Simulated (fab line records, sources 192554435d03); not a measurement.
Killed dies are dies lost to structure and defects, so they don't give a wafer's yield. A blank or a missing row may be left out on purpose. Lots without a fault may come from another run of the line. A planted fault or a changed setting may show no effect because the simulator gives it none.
fab line records | flow n5_finfet
record lots=5 wafers=15 last_day=17
route steps=1938 shown BEOL_M9@1453 BEOL_M10@1470
lots that met no fault: from a run of the same line without faults
start_h: hours from the record's first day to the start of the lot's first wafer shown | wait_h: hours since the lot's step before | " the same as in the row above | L1.1+2: a row that stands for several wafers | - no value, or no start given | * or withheld: withheld | < > ~ a bound
route shown NAME@n: a module of which the file shows steps, and the number in the route of the first | usual: mean/standard deviation of fault-free wafers | same: alike in all rows | chamber/n: place in a boat | sites: the reading at each site | _std_site: their standard deviation | _edge_site: outer sites' mean less inner sites' | radius_mm: how far each site lies from the wafer's centre | mask NAME#n: copy n | behind: the tool/chamber that last shaped the wafer | hold: why the lot was held/for how many hours/how that ended | device: the transistor (n, p or np) that didn't switch | end of line: the same wafers' tests at the end of the route | a step without rows: its recipe alone | killed: dies lost to structure and defects at the first sort, not the wafer's yield | map: a wafer's dies, x killed, . not, _ none there
set.NAME: the setting as run; set.NAME@STEP: as run at that earlier step | model.NAME: the simulator's own value behind a step, which no gauge read
lots at some steps of the route; a table a step, a row a wafer
services: from which hour (start_h, from the record's first day; less than 0 if before it) a tool's chamber was out of use, for how many hours, and why
## steps
# step N5_BEOL_M9_SRD_43
# recipe time_s=30 temp_c=23 rinse_liquid=diw dry=ipa_marangoni
# columns lot.wafer tool chamber start_h wait_h
L087.3+5+6 wet_bench-01 7,2,0 300.13 0.0
L089.2+3+5 wet_bench-06 0,5,4 310.25 0.0
L093.1+4+6 wet_bench-05 5,4,6 339.49 0.0
L094.2+3+4 wet_bench-06 7,2,1 342.22 0.0
L095.3+4+6 wet_bench-06 4,7,0 352.66 0.0
# step N5_BEOL_M9_CD_MEAS_35
# recipe target_cd_nm=70 target_cd_y_nm=40 polarity=opening
# usual cd_nm=69.7/0.84
# columns lot.wafer tool chamber start_h wait_h cd_nm
L087.3 cd_sem-03 - 300.18 0.0 68.7
L087.5 " - " " 71.4
L087.6 " - " " 70.2
L089.2 cd_sem-02 - 310.29 0.0 68.8
L089.3 " - " " 69.3
L089.5 " - " " 68.4
L093.1 cd_sem-02 - 339.53 0.0 69.0
L093.4 " - " " 70.6
L093.6 " - " " 70.0
L094.2 cd_sem-03 - 342.26 0.0 67.8
L094.3 " - " " 70.2
L094.4 " - " " 70.7
L095.3 cd_sem-02 - 352.70 0.0 69.2
L095.4 " - " " 69.7
L095.6 " - " " 70.1
# step N5_BEOL_M9_CURE_72
# recipe temp_c=370 time_s=120 ambient=DMADMS/He material=SiCOH_lowk
# usual lamp_power_pct=52.31/0.05 wafer_temp_C_max=371.6/0.47
# columns lot.wafer tool chamber start_h wait_h lamp_power_pct wafer_temp_C_max
L087.3 uv_cure-03 2 300.68 0.5 52.28 372.3
L087.5 " 2 " " 52.34 373.0
L087.6 " 2 " " 52.21 371.9
L089.2 uv_cure-01 1 310.38 0.1 52.27 371.1
L089.3 " 1 " " 52.35 371.4
L089.5 " 1 " " 52.36 371.7
L093.1 uv_cure-01 1 339.57 0.0 52.29 371.6
L093.4 " 1 " " 52.35 371.9
L093.6 " 1 " " 52.28 371.4
L094.2 uv_cure-01 2 342.35 0.1 52.38 371.2
L094.3 " 2 " " 52.33 371.5
L094.4 " 2 " " 52.34 371.2
L095.3 uv_cure-02 1 352.84 0.1 52.29 371.3
L095.4 " 1 " " 52.35 371.0
L095.6 " 1 " " 52.35 371.4
# step N5_BEOL_M9_DEGAS_44
# recipe ambient=vacuum temp_c=250 time_s=60
# usual heater_power_w=326/23
# columns lot.wafer tool chamber start_h wait_h heater_power_w
L087.3 pvd_sputter-03 - 301.45 0.7 329
L087.5 " - " " 288
L087.6 " - " " 310
L089.2 pvd_sputter-01 - 310.65 0.2 339
L089.3 " - " " 324
L089.5 " - " " 335
L093.1 pvd_sputter-01 - 342.09 2.5 320
L093.4 " - " " 325
L093.6 " - " " 319
L094.2 pvd_sputter-03 - 343.00 0.6 291
L094.3 " - " " 312
L094.4 " - " " 307
L095.3 pvd_sputter-03 - 353.18 0.3 311
L095.4 " - " " 286
L095.6 " - " " 291
# step N5_BEOL_M9_PRE_CLEAN_45
# recipe gas=H2/He time_s=30 temp_c=250
# usual heater_power_w=326/24
# columns lot.wafer tool chamber start_h wait_h heater_power_w
L087.3 pvd_sputter-03 - 301.49 0.0 323
L087.5 " - " " 287
L087.6 " - " " 317
L089.2 pvd_sputter-01 - 310.69 0.0 334
L089.3 " - " " 327
L089.5 " - " " 319
L093.1 pvd_sputter-01 - 342.13 0.0 327
L093.4 " - " " 335
L093.6 " - " " 314
L094.2 pvd_sputter-03 - 343.04 0.0 284
L094.3 " - " " 316
L094.4 " - " " 311
L095.3 pvd_sputter-03 - 353.22 0.0 316
L095.4 " - " " 282
L095.6 " - " " 289
# step N5_BEOL_M9_ALD_74
# recipe material=TaN target_thk_a=20 temp_c=275 ald_precursor_family=PDMAT ald_co_reactant=NH3 pressure_torr=3 carrier_flow_sccm=1500 pulse_time_s=2 purge_time_s=3 co_reactant_purge_time_s=2 co_reactant_pulse_time_s=3 ald_cycles=40 precursor_vessel_temp_c=75 precursor_vessel_pressure_torr=26.25 precursor_vessel_carrier_sccm=1000
# usual heater_power_w=443/49 precursor_vessel_carrier_sccm=1000.4/2.9
# same co_reactant_purge_time_s=2
# columns lot.wafer tool chamber start_h wait_h heater_power_w precursor_vessel_carrier_sccm
L087.3 ald_metal-04 2 301.57 0.1 518 1000.0
L087.5 " 2 " " 491 995.4
L087.6 " 3 " " 407 1002.4
L089.2 ald_metal-04 3 310.77 0.1 406 1004.6
L089.3 " 0 " " 469 1003.0
L089.5 " 3 " " 414 1001.5
L093.1 ald_metal-02 3 342.23 0.1 491 1001.1
L093.4 " 0 " " 476 1005.2
L093.6 " 2 " " 373 1000.4
L094.2 ald_metal-03 0 343.10 0.0 513 993.4
L094.3 " 3 " " 405 999.7
L094.4 " 2 " " 383 1005.2
L095.3 ald_metal-04 2 353.29 0.0 509 1002.9
L095.4 " 0 " " 465 997.0
L095.6 " 3 " " 409 1002.1
# step N5_BEOL_M9_SURFACE_TREAT_79
# recipe gas=Ar time_s=* ion_energy_ev=* ion_current_ma_cm2=0.5 pressure_mtorr=* ar_flow_sccm=30
# usual ar_flow_sccm=30.00/0.092 throttle_valve_pct=*
# columns lot.wafer tool chamber start_h wait_h ar_flow_sccm throttle_valve_pct
L087.3 pvd_sputter-03 - 302.21 0.5 30.12 *
L087.5 " - " " 30.06 *
L087.6 " - " " 30.06 *
L089.2 pvd_sputter-02 - 311.09 0.2 29.98 *
L089.3 " - " " 29.92 *
L089.5 " - " " 30.15 *
L093.1 pvd_sputter-01 - 342.53 0.2 29.88 *
L093.4 " - " " 30.10 *
L093.6 " - " " 30.19 *
L094.2 pvd_sputter-03 - 343.46 0.2 30.06 *
L094.3 " - " " 29.92 *
L094.4 " - " " 29.97 *
L095.3 pvd_sputter-01 - 353.70 0.3 30.13 *
L095.4 " - " " 29.99 *
L095.6 " - " " 30.12 *
# step N5_BEOL_M9_CVD_78
# recipe material=Co target_thk_a=20 temp_c=withheld precursor=CCTBA/H2 pressure_torr=30 time_s=138.9
# columns lot.wafer tool chamber start_h wait_h
L087.3+5+6 cvd_co-01 0,1,0 302.47 0.2
L089.2+3+5 cvd_co-02 2,0,2 311.17 0.1
L093.1+4+6 cvd_co-02 2,0,0 342.67 0.1
L094.2+3+4 cvd_co-01 1,0,1 343.52 0.0
L095.3+4+6 cvd_co-01 0,1,1 353.82 0.1
# step N5_BEOL_M9_SPUTTER_48
# recipe material=Cu target_thk_a=120 temp_c=-20 bias_v=60 power_w=26000 chamber_pressure_pa=0.13 time_s=2
# usual chamber_pressure_pa=0.12999/0.00028 substrate_temp_c=-20.01/0.09 throttle_valve_pct=29.8/1
# columns lot.wafer tool chamber start_h wait_h chamber_pressure_pa substrate_temp_c throttle_valve_pct
L087.3 pvd_sputter-03 - 302.61 0.1 0.13007 -20.07 29.7
L087.5 " - " " 0.13031 -20.06 30.2
L087.6 " - " " 0.13014 -20.06 28.8
L089.2 pvd_sputter-02 - 311.31 0.1 0.13032 -20.11 29.6
L089.3 " - " " 0.13054 -20.03 31.2
L089.5 " - " " 0.13015 -20.12 30.8
L093.1 pvd_sputter-01 - 342.87 0.2 0.12952 -19.98 29.4
L093.4 " - " " 0.13009 -19.91 31.8
L093.6 " - " " 0.12974 -19.82 29.9
L094.2 pvd_sputter-02 - 343.68 0.1 0.12978 -19.85 29.5
L094.3 " - " " 0.13013 -20.01 29.5
L094.4 " - " " 0.1301 -20.23 31.0
L095.3 pvd_sputter-01 - 354.00 0.1 0.13004 -19.98 31.0
L095.4 " - " " 0.13025 -20.00 29.1
L095.6 " - " " 0.13017 -20.03 29.0
# step N5_BEOL_M9_ECD_50
# recipe material=Cu target_thk_a=3180
# columns lot.wafer tool chamber start_h wait_h
L087.3+5+6 ecd_cu-01 0,0,1 302.76 0.1
L089.2+3+5 ecd_cu-02 1,0,0 311.42 0.1
L093.1+4+6 ecd_cu-02 0,1,1 342.99 0.1
L094.2+3+4 ecd_cu-02 0,0,1 343.80 0.1
L095.3+4+6 ecd_cu-01 1,0,0 354.15 0.1
# step N5_BEOL_M9_ANNEAL_51
# recipe temp_c=225 time_s=90 ambient=N2
# usual wafer_temp_C_max=226.2/0.3
# columns lot.wafer tool chamber start_h wait_h wafer_temp_C_max
L087.3 rtp_anneal-01 0 302.93 0.1 226.3
L087.5 " 0 " " 226.0
L087.6 " 0 " " 226.2
L089.2 rtp_anneal-01 0 311.78 0.3 226.1
L089.3 " 0 " " 225.9
L089.5 " 0 " " 225.9
L093.1 rtp_anneal-02 0 343.10 0.1 225.9
L093.4 " 0 " " 226.1
L093.6 " 0 " " 226.5
L094.2 rtp_anneal-02 0 344.04 0.2 226.5
L094.3 " 0 " " 226.2
L094.4 " 0 " " 226.6
L095.3 rtp_anneal-02 0 354.33 0.2 226.3
L095.4 " 0 " " 226.2
L095.6 " 0 " " 226.2
# step N5_BEOL_M9_CMP_52
# recipe stop_on=SiCOH_lowk t_overpolish_s=7 down_force_psi=1 platen_rpm=50 clearing_platen_down_force_psi=1.5 clearing_platen_rpm=50 post_cmp_clean=cu_alkaline target_thk_nm=140 clearing_platen_pad_velocity_m_s=0.99484 pad_velocity_m_s=0.99484
# usual barrier_field_endpoint_s=29.1/1 motor_current_A=6.4/0.58 overpolish_run_s=7.000/0.0083 slurry_flow_ml_min=150.0/0.52 time_to_endpoint_s=67/4.8
# columns lot.wafer tool chamber start_h wait_h barrier_field_endpoint_s motor_current_A overpolish_run_s slurry_flow_ml_min time_to_endpoint_s
L087.3 cmp-03 2 303.25 0.3 27.8 6.8 6.999 149.9 64
L087.5 " 3 " " 28.0 6.9 7.011 149.9 57
L087.6 " 0 " " 29.7 7.4 6.996 150.2 73
L089.2 cmp-03 3 312.07 0.2 27.3 6.8 6.999 149.8 59
L089.3 " 0 " " 29.9 7.0 7.009 150.5 78
L089.5 " 3 " " 28.6 6.5 7.001 150.0 60
L093.4 cmp-03 1 343.49 0.2 28.9 5.6 6.994 150.1 63
L093.1 " 2 " " 29.2 6.7 6.999 150.8 70
L093.6 " 1 " " 28.3 5.7 7.008 149.9 66
L094.2 cmp-03 2 344.30 0.2 29.1 7.1 6.997 150.1 68
L094.3 " 3 " " 27.4 6.9 7.013 150.3 61
L094.4 " 1 " " 27.8 6.2 7.008 149.7 66
L095.4 cmp-01 1 354.62 0.2 28.9 5.6 7.004 149.8 66
L095.3 " 2 " " 27.9 6.6 6.993 149.6 65
L095.6 " 0 " " 28.8 7.0 7.000 149.5 67
# step N5_BEOL_M9_THK_MEAS_53
# recipe thk_meas_gauge=xrf reads=Cu_of_BEOL_M9_ECD_50
# usual M9_THK=137/4.4
# columns lot.wafer tool chamber start_h wait_h M9_THK[nm]
L087.3 film_metro-02 - 303.43 - 136
L087.5 " - " " 135
L087.6 " - " " 134
L089.2 film_metro-02 - 312.33 - 136
L089.3 " - " " 144
L089.5 " - " " 128
L093.1 film_metro-02 - 343.75 - 138
L093.4 " - " " 138
L093.6 " - " " 138
L094.2 film_metro-01 - 344.59 - 136
L094.3 " - " " 140
L094.4 " - " " 138
L095.3 film_metro-01 - 354.84 - 139
L095.4 " - " " 138
L095.6 " - " " 141
# step N5_BEOL_M9_PRE_CLEAN_55
# recipe gas=NH3 time_s=15 temp_c=withheld rf_power_w=300
# columns lot.wafer tool chamber start_h wait_h
L087.3+5+6 pecvd-04 2,1,0 303.46 0.0
L089.2+3+5 pecvd-04 1,0,1 312.36 0.0
L093.1+4+6 pecvd-04 2,1,2 343.78 0.0
L094.2+3+4 pecvd-01 2,0,1 344.63 0.0
L095.3+4+6 pecvd-03 0,2,1 354.88 0.0
# step N5_BEOL_M9_DEP_56
# recipe material=SiCN target_thk_a=150 temp_c=withheld precursor=3MS/NH3 pressure_torr=3 rf_w=202 time_s=26.5
# usual showerhead_plenum_p_Torr=3.664/0.014 throttle_valve_pct=9.1/0.48
# columns lot.wafer tool chamber start_h wait_h showerhead_plenum_p_Torr throttle_valve_pct
L087.3 pecvd-04 2 303.49 0.0 3.654 8.5
L087.5 " 1 " " 3.681 9.6
L087.6 " 0 " " 3.650 10.0
L089.2 pecvd-04 1 312.39 0.0 3.676 9.6
L089.3 " 0 " " 3.651 9.7
L089.5 " 1 " " 3.678 9.6
L093.1 pecvd-04 2 343.81 0.0 3.663 8.7
L093.4 " 1 " " 3.684 9.3
L093.6 " 2 " " 3.649 8.7
L094.2 pecvd-01 2 344.65 0.0 3.659 9.0
L094.3 " 0 " " 3.676 8.5
L094.4 " 1 " " 3.686 9.0
L095.3 pecvd-03 0 354.90 0.0 3.660 10.0
L095.4 " 2 " " 3.692 8.9
L095.6 " 1 " " 3.648 8.9
# step N5_BEOL_M9_RS_MEAS_57
# recipe thk_meas_gauge=four-point-probe reads=Cu_of_BEOL_M9_ECD_50+Co_of_BEOL_M9_CVD_78+TaN_of_BEOL_M9_ALD_74
# usual M9_RS=0.152/0.0053
# columns lot.wafer tool chamber start_h wait_h M9_RS[ohm/sq]
L087.3 film_metro-01 - 303.56 0.1 0.153
L087.5 " - " " 0.156
L087.6 " - " " 0.157
L089.2 film_metro-01 - 312.46 0.1 0.153
L089.3 " - " " 0.143
L089.5 " - " " 0.164
L093.1 film_metro-02 - 343.88 0.1 0.152
L093.4 " - " " 0.152
L093.6 " - " " 0.152
L094.2 film_metro-02 - 344.73 0.1 0.152
L094.3 " - " " 0.148
L094.4 " - " " 0.149
L095.3 film_metro-02 - 354.98 0.1 0.149
L095.4 " - " " 0.151
L095.6 " - " " 0.147
# step N5_BEOL_M9_INSPECT_58
# recipe inspect_instrument=darkfield mode=post_dep
# usual raw_defect_count=73/23
# columns lot.wafer tool chamber start_h wait_h raw_defect_count
L087.3 defect_inspect-02 - 303.59 0.0 111
L087.5 " - " " 79
L087.6 " - " " 94
L089.2 defect_inspect-02 - 312.49 0.0 77
L089.3 " - " " 43
L089.5 " - " " 51
L093.1 defect_inspect-01 - 343.91 0.0 78
L093.4 " - " " 60
L093.6 " - " " 53
L094.2 defect_inspect-02 - 344.75 0.0 53
L094.3 " - " " 109
L094.4 " - " " 84
L095.3 defect_inspect-01 - 355.00 0.0 75
L095.4 " - " " 75
L095.6 " - " " 92
# step N5_BEOL_M10_ILD_DEP_00
# recipe material=SiCOH_lowk target_thk_a=3085.1 temp_c=300 precursor=DEMS/porogen pressure_torr=5 rf_w=500 time_s=58
# usual heater_power_w=314/45 showerhead_plenum_p_Torr=5.736/0.017 throttle_valve_pct=14.1/0.8
# columns lot.wafer tool chamber start_h wait_h heater_power_w showerhead_plenum_p_Torr throttle_valve_pct
L087.3 pecvd-03 2 303.63 0.0 350 5.758 13.5
L087.5 " 0 " " 302 5.732 15.5
L087.6 " 2 " " 284 5.770 13.7
L089.2 pecvd-03 2 312.52 0.0 337 5.763 13.8
L089.3 " 0 " " 337 5.734 15.3
L089.5 " 2 " " 334 5.755 13.8
L093.1 pecvd-02 0 343.95 0.0 418 5.754 12.8
L093.4 " 1 " " 242 5.745 14.6
L093.6 " 0 " " 416 5.744 13.1
L094.2 pecvd-04 0 344.79 0.0 315 5.719 14.9
L094.3 " 1 " " 260 5.758 14.5
L094.4 " 1 " " 286 5.757 14.5
L095.3 pecvd-03 2 355.04 0.0 314 5.762 13.6
L095.4 " 2 " " 322 5.757 13.7
L095.6 " 0 " " 326 5.707 15.5
# step N5_BEOL_M10_CURE_71
# recipe temp_c=385 time_s=240 ambient=He/Ar material=SiCOH_lowk
# usual lamp_power_pct=52.31/0.057 wafer_temp_C_max=386.8/0.52
# columns lot.wafer tool chamber start_h wait_h lamp_power_pct wafer_temp_C_max
L087.3 uv_cure-01 2 304.07 0.4 52.23 386.4
L087.5 " 2 " " 52.25 387.1
L087.6 " 2 " " 52.37 386.7
L089.2 uv_cure-01 2 312.68 0.1 52.34 386.3
L089.3 " 2 " " 52.34 386.7
L089.5 " 2 " " 52.32 386.4
L093.1 uv_cure-03 2 344.02 0.0 52.31 386.6
L093.4 " 2 " " 52.20 386.3
L093.6 " 2 " " 52.32 386.9
L094.2 uv_cure-02 1 345.03 0.2 52.31 386.6
L094.3 " 1 " " 52.30 386.5
L094.4 " 1 " " 52.45 386.5
L095.3 uv_cure-02 1 355.79 0.7 52.28 386.8
L095.4 " 1 " " 52.40 387.1
L095.6 " 1 " " 52.26 386.6
# step N5_BEOL_M10_THK_MEAS_01
# recipe reads=SiCOH_lowk_of_BEOL_M10_ILD_DEP_00
# usual M10_ILD_THK=269/3.8
# columns lot.wafer tool chamber start_h wait_h M10_ILD_THK[nm]
L087.3 film_metro-01 - 304.43 0.3 273
L087.5 " - " " 266
L087.6 " - " " 274
L089.2 film_metro-02 - 313.12 0.4 272
L089.3 " - " " 263
L089.5 " - " " 277
L093.1 film_metro-02 - 344.54 0.4 263
L093.4 " - " " 273
L093.6 " - " " 268
L094.2 film_metro-02 - 345.86 0.7 271
L094.3 " - " " 268
L094.4 " - " " 271
L095.3 film_metro-02 - 356.14 0.3 270
L095.4 " - " " 274
L095.6 " - " " 269
# step N5_BEOL_M10_PECVD_70
# recipe material=SiO2 target_thk_a=200 temp_c=400 precursor=TEOS/O2 pressure_torr=5.5 rf_w=450 teos_flow_sccm=53.8 gas=O2 flow_sccm=3000 time_s=22.7
# usual heater_power_w=711/79 showerhead_plenum_p_Torr=8.77/0.07 throttle_valve_pct=22.8/1.3
# columns lot.wafer tool chamber start_h wait_h heater_power_w showerhead_plenum_p_Torr throttle_valve_pct
L087.3 pecvd-03 2 304.46 0.0 690 8.88 21.9
L087.5 " 1 " " 622 8.71 22.6
L087.6 " 2 " " 714 8.87 22.0
L089.2 pecvd-04 0 313.15 0.0 677 8.72 24.1
L089.3 " 2 " " 712 8.73 21.6
L089.5 " 1 " " 755 8.86 23.4
L093.1 pecvd-03 0 344.57 0.0 702 8.70 24.8
L093.4 " 2 " " 788 8.89 22.1
L093.6 " 0 " " 685 8.71 24.9
L094.2 pecvd-03 2 345.90 0.0 658 8.89 22.1
L094.3 " 0 " " 659 8.69 24.8
L094.4 " 1 " " 597 8.69 22.6
L095.3 pecvd-03 0 356.18 0.0 729 8.71 24.7
L095.4 " 2 " " 787 8.87 22.0
L095.6 " 1 " " 690 8.71 22.4
# step N5_BEOL_M10_HM_DEP_02
# recipe material=TiN target_thk_a=200 temp_c=25 chamber_pressure_pa=0.49996
# usual chamber_pressure_pa=0.4999/0.0011 substrate_temp_c=24.98/0.12 throttle_valve_pct=30.0/0.97
# columns lot.wafer tool chamber start_h wait_h chamber_pressure_pa substrate_temp_c throttle_valve_pct
L087.3 pvd_sputter-03 - 306.47 2.0 0.4980 25.02 30.1
L087.5 " - " " 0.4988 24.88 29.5
L087.6 " - " " 0.4997 25.10 28.9
L089.2 pvd_sputter-01 - 313.45 0.3 0.4987 24.95 29.3
L089.3 " - " " 0.5008 24.94 31.6
L089.5 " - " " 0.4992 24.98 29.1
L093.1 pvd_sputter-01 - 346.23 1.6 0.5003 25.11 31.6
L093.4 " - " " 0.5000 24.85 31.1
L093.6 " - " " 0.4984 24.99 30.1
L094.2 pvd_sputter-01 - 346.43 0.5 0.5006 25.16 31.1
L094.3 " - " " 0.5008 25.13 31.2
L094.4 " - " " 0.4995 24.93 29.7
L095.3 pvd_sputter-02 - 357.40 1.2 0.4996 25.06 31.0
L095.4 " - " " 0.5000 24.91 29.7
L095.6 " - " " 0.4982 24.92 31.0
# step N5_BEOL_M10_COAT_59
# recipe resist=SOC temp_c=250 time_s=60 spin_rpm=1500 resist_thk_nm=100
# usual resist_line_temp_C=23.00/0.094
# columns lot.wafer tool chamber start_h wait_h resist_line_temp_C
L087.3 litho_track-01 0 306.60 0.1 22.85
L087.5 " 0 " " 23.03
L087.6 " 0 " " 22.83
L089.2 litho_track-05 0 313.58 0.1 23.00
L089.3 " 0 " " 22.99
L089.5 " 0 " " 23.04
L093.1 litho_track-02 0 346.36 0.1 23.04
L093.4 " 0 " " 22.97
L093.6 " 0 " " 23.06
L094.2 litho_track-02 0 346.56 0.1 23.19
L094.3 " 0 " " 22.77
L094.4 " 0 " " 23.01
L095.3 litho_track-01 0 357.53 0.1 23.01
L095.4 " 0 " " 22.98
L095.6 " 0 " " 23.03
# step N5_BEOL_M10_COAT_60
# recipe resist=SiARC temp_c=220 time_s=60 spin_rpm=1500 resist_thk_nm=30
# usual resist_line_temp_C=23.01/0.088
# columns lot.wafer tool chamber start_h wait_h resist_line_temp_C
L087.3 litho_track-01 0 - - 23.12
L087.5 " 0 " " 23.08
L087.6 " 0 " " 23.07
L089.2 litho_track-05 0 - - 23.04
L089.3 " 0 " " 22.98
L089.5 " 0 " " 23.01
L093.1 litho_track-02 0 - - 22.90
L093.4 " 0 " " 22.96
L093.6 " 0 " " 22.87
L094.2 litho_track-02 0 - - 22.95
L094.3 " 0 " " 22.97
L094.4 " 0 " " 22.96
L095.3 litho_track-01 0 - - 22.95
L095.4 " 0 " " 22.96
L095.6 " 0 " " 22.88
# step N5_BEOL_M10_COAT_05
# recipe resist=CAR-ArF spin_rpm=1500 resist_thk_nm=90
# usual resist_line_temp_C=22.97/0.098
# columns lot.wafer tool chamber start_h wait_h resist_line_temp_C
L087.3 litho_track-01 0 - - 22.93
L087.5 " 0 " " 23.05
L087.6 " 0 " " 23.15
L089.2 litho_track-05 0 - - 22.92
L089.3 " 0 " " 23.05
L089.5 " 0 " " 23.08
L093.1 litho_track-02 0 - - 22.98
L093.4 " 0 " " 23.11
L093.6 " 0 " " 23.02
L094.2 litho_track-02 0 - - 22.91
L094.3 " 0 " " 22.94
L094.4 " 0 " " 23.02
L095.3 litho_track-01 0 - - 22.82
L095.4 " 0 " " 22.97
L095.6 " 0 " " 23.00
# step N5_BEOL_M10_EBR_07
# recipe solvent=PGMEA ebr_width_mm=1.5
# usual resist_line_temp_C=22.99/0.11
# same ebr_width_mm=1.5
# columns lot.wafer tool chamber start_h wait_h resist_line_temp_C
L087.3 litho_track-01 0 - - 23.01
L087.5 " 0 " " 22.85
L087.6 " 0 " " 23.09
L089.2 litho_track-05 0 - - 23.03
L089.3 " 0 " " 23.05
L089.5 " 0 " " 23.15
L093.1 litho_track-02 0 - - 22.85
L093.4 " 0 " " 23.11
L093.6 " 0 " " 22.94
L094.2 litho_track-02 0 - - 22.82
L094.3 " 0 " " 23.11
L094.4 " 0 " " 22.90
L095.3 litho_track-01 0 - - 22.93
L095.4 " 0 " " 23.04
L095.6 " 0 " " 23.01
# step N5_BEOL_M10_SOFTBAKE_06
# recipe temp_c=110 time_s=60 resist=CAR-ArF
# usual resist_line_temp_C=23.00/0.11
# columns lot.wafer tool chamber start_h wait_h resist_line_temp_C
L087.3 litho_track-01 0 - - 22.85
L087.5 " 0 " " 22.72
L087.6 " 0 " " 23.00
L089.2 litho_track-05 0 - - 23.04
L089.3 " 0 " " 23.05
L089.5 " 0 " " 22.98
L093.1 litho_track-02 0 - - 23.12
L093.4 " 0 " " 23.18
L093.6 " 0 " " 23.00
L094.2 litho_track-02 0 - - 23.09
L094.3 " 0 " " 23.11
L094.4 " 0 " " 23.24
L095.3 litho_track-01 0 - - 23.15
L095.4 " 0 " " 23.13
L095.6 " 0 " " 22.90
# step N5_BEOL_M10_EXPOSE_08
# recipe mask_id=M10 na=1.35 source_shape=dipole sigma_inner=0.411 sigma_outer=0.611 polarization=te dose_mj=53.75
# usual exposure_dose_mJ_cm2=53.72/0.058
# columns lot.wafer tool chamber start_h wait_h mask exposure_dose_mJ_cm2
L087.3 arfi_scanner-03 0 306.73 - M10#0 53.76
L087.5 " 0 " " M10#0 53.76
L087.6 " 0 " " M10#0 53.74
L089.2 arfi_scanner-03 0 313.70 - M10#0 53.67
L089.3 " 0 " " M10#0 53.72
L089.5 " 0 " " M10#0 53.57
L093.1 arfi_scanner-01 0 346.47 - M10#0 53.61
L093.4 " 0 " " M10#0 53.54
L093.6 " 0 " " M10#0 53.67
L094.2 arfi_scanner-03 0 346.81 - M10#0 53.87
L094.3 " 0 " " M10#0 53.86
L094.4 " 0 " " M10#0 53.72
L095.3 arfi_scanner-03 0 357.66 - M10#0 53.73
L095.4 " 0 " " M10#0 53.78
L095.6 " 0 " " M10#0 53.70
# step N5_BEOL_M10_PEB_09
# recipe peb_temp_c=withheld peb_time_s=60 resist=CAR-ArF
# usual resist_line_temp_C=22.99/0.092
# columns lot.wafer tool chamber start_h wait_h resist_line_temp_C
L087.3 litho_track-02 0 306.78 0.0 22.83
L087.5 " 0 " " 22.84
L087.6 " 0 " " 22.94
L089.2 litho_track-05 0 313.75 0.0 22.91
L089.3 " 0 " " 22.95
L089.5 " 0 " " 22.99
L093.1 litho_track-05 0 346.53 0.1 23.01
L093.4 " 0 " " 23.01
L093.6 " 0 " " 23.03
L094.2 litho_track-05 0 346.86 0.0 22.97
L094.3 " 0 " " 23.12
L094.4 " 0 " " 23.01
L095.3 litho_track-01 0 357.71 0.0 22.83
L095.4 " 0 " " 22.96
L095.6 " 0 " " 22.90
# step N5_BEOL_M10_DEVELOP_10
# recipe develop_time_s=30 developer=TMAH resist=CAR-ArF rinse_liquid=diw dry=air_spin dev_temp_c=23
# usual resist_line_temp_C=23.01/0.11
# columns lot.wafer tool chamber start_h wait_h resist_line_temp_C
L087.3 litho_track-02 0 - - 22.92
L087.5 " 0 " " 22.88
L087.6 " 0 " " 23.00
L089.2 litho_track-05 0 - - 23.00
L089.3 " 0 " " 22.82
L089.5 " 0 " " 22.96
L093.1 litho_track-05 0 - - 22.94
L093.4 " 0 " " 23.11
L093.6 " 0 " " 23.07
L094.2 litho_track-05 0 - - 22.94
L094.3 " 0 " " 22.93
L094.4 " 0 " " 23.04
L095.3 litho_track-01 0 - - 23.04
L095.4 " 0 " " 22.90
L095.6 " 0 " " 23.07
# step N5_BEOL_M10_CD_MEAS_11
# recipe target_cd_nm=64.1 landing_energy_ev=500 detector=se_inlens polarity=opening
# usual cd_nm=63.9/0.77
# columns lot.wafer tool chamber start_h wait_h cd_nm
L087.3 cd_sem-02 0 306.84 - 65.5
L087.5 " 0 " " 65.3
L087.6 " 0 " " 65.7
L089.2 cd_sem-02 0 313.82 - 65.1
L089.3 " 0 " " 64.4
L089.5 " 0 " " 65.5
L093.1 cd_sem-03 0 346.60 - 63.5
L093.4 " 0 " " 63.5
L093.6 " 0 " " 63.8
L094.2 cd_sem-02 0 346.93 - 63.7
L094.3 " 0 " " 62.5
L094.4 " 0 " " 62.7
L095.3 cd_sem-02 0 357.78 - 64.1
L095.4 " 0 " " 65.0
L095.6 " 0 " " 63.5
# step N5_BEOL_M10_OVL_MEAS_12
# recipe points_per_wafer=44
# usual M10_OVL=-0.2/0.79
# columns lot.wafer tool chamber start_h wait_h M10_OVL[nm]
L087.3 overlay-02 0 306.87 0.0 -0.2
L087.5 " 0 " " -0.7
L087.6 " 0 " " 0.0
L089.2 overlay-02 0 313.86 0.0 -1.0
L089.3 " 0 " " 0.0
L089.5 " 0 " " 0.1
L093.1 overlay-02 0 346.63 0.0 0.0
L093.4 " 0 " " 0.1
L093.6 " 0 " " 0.3
L094.2 overlay-01 0 346.96 0.0 -0.1
L094.3 " 0 " " 0.7
L094.4 " 0 " " -0.9
L095.3 overlay-01 0 357.81 0.0 -0.1
L095.4 " 0 " " -1.1
L095.6 " 0 " " -0.6
# step N5_BEOL_M10_INSPECT_13
# recipe mode=adi inspect_instrument=brightfield
# usual raw_defect_count=418/100
# columns lot.wafer tool chamber start_h wait_h raw_defect_count
L087.3 defect_inspect-02 - 306.90 0.0 447
L087.5 " - " " 579
L087.6 " - " " 399
L089.2 defect_inspect-02 - 313.88 0.0 514
L089.3 " - " " 404
L089.5 " - " " 581
L093.1 defect_inspect-01 - 346.65 0.0 435
L093.4 " - " " 372
L093.6 " - " " 562
L094.2 defect_inspect-01 - 346.98 0.0 422
L094.3 " - " " 468
L094.4 " - " " 448
L095.3 defect_inspect-01 - 357.83 0.0 402
L095.4 " - " " 390
L095.6 " - " " 409
## services
# columns tool chamber start_h hours kind
arfi_scanner-01 - 276.72 1.0 pm
uv_cure-02 - 277.50 7.5 pm
cmp-03 - 278.24 1.5 repair
pecvd-02 2 283.41 20.6 repair
uv_cure-02 - 288.45 18.8 repair
arfi_scanner-01 - 290.24 1.5 pm
pecvd-03 - 290.28 1.3 repair
arfi_scanner-01 - 300.83 0.8 pm
uv_cure-03 - 302.46 0.9 repair
cmp-01 - 312.84 4.0 pm
pecvd-01 - 316.89 0.2 repair
ald_metal-02 3 317.54 8.4 repair
cmp-03 - 318.26 3.4 pm
pecvd-04 0 327.02 6.8 repair
cmp-01 - 331.15 0.4 repair
ecd_cu-02 - 332.92 2.9 repair
cmp-01 - 335.30 2.6 repair
arfi_scanner-03 - 336.69 3.9 pm
ecd_cu-02 - 344.59 18.1 repair
uv_cure-03 - 345.91 1.0 pm
cmp-03 - 347.56 3.1 repair
cvd_co-02 - 347.63 0.3 repair
uv_cure-01 - 350.47 7.5 pm
pvd_sputter-03 - 355.57 0.7 repair
## key
fault none
